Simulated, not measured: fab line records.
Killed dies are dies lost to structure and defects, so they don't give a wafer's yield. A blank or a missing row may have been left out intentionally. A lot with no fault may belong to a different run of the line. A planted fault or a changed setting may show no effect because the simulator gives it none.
Chamber matching	flow n5_finfet	N5_BEOL_M9_CURE_71 on uv_cure-02 has 3 sister chambers
The step cures SiCOH lowk, time 240 s. 6 wafers are shown with their chamber, then 11 later ones without.

## WAFERS PAIRED WITH THEIR CHAMBERS
wafer	chamber	wafer_temp_C_max	lamp_power_pct (%)
L079.2	0	385.8	52.25
L079.5	0	386.1	52.36
L082.3	1	388.0	52.25
L087.3	2	386.9	52.43
L087.6	2	387.6	52.35
L086.2	1	387.4	52.25

## WAFERS WITH NO CHAMBER GIVEN
wafer	wafer_temp_C_max	lamp_power_pct (%)
L086.4	387.9	52.36
L086.5	387.3	52.24
L089.3	386.5	52.41
L089.4	386.2	52.23
L089.5	386.0	52.23
L094.2	387.5	52.30
L094.3	387.8	52.33
L094.6	388.9	52.33
L097.1	387.5	52.38
L097.2	386.9	52.25
L097.4	387.7	52.22

## CHAMBER TAKEN BY EACH
wafer	from the rows above	in truth
L086.4	can't be placed: 2 or 1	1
L086.5	can't be placed: 1 or 2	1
L089.3	can't be placed: 2 or 0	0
L089.4	0	0
L089.5	0	0
L094.2	can't be placed: 1 or 2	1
L094.3	can't be placed: 1 or 2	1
L094.6	can't be placed: 1 or 2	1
L097.1	can't be placed: 2 or 1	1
L097.2	can't be placed: 1 or 0 or 2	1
L097.4	1	1
Correct placement for 3 of the 11. Unplaceable from these rows: 8, with the true chamber sitting among the candidates in 8. Placed wrongly: 0.
How it was worked out, from the rows above alone: a wafer's distance from a chamber is the root of the sum, over the readings, of the square of ((its reading less the chamber's mean) divided by the reading's scatter). The wafer belongs to the nearest chamber; if the next one is less than 2 further off, it can't be placed. The mean given for a chamber averages the wafers shown for that chamber. How the scatter is found: for the shown wafers, subtract from each reading the mean of its chamber, square and add these, divide the total by (wafers less chambers), then take the root.
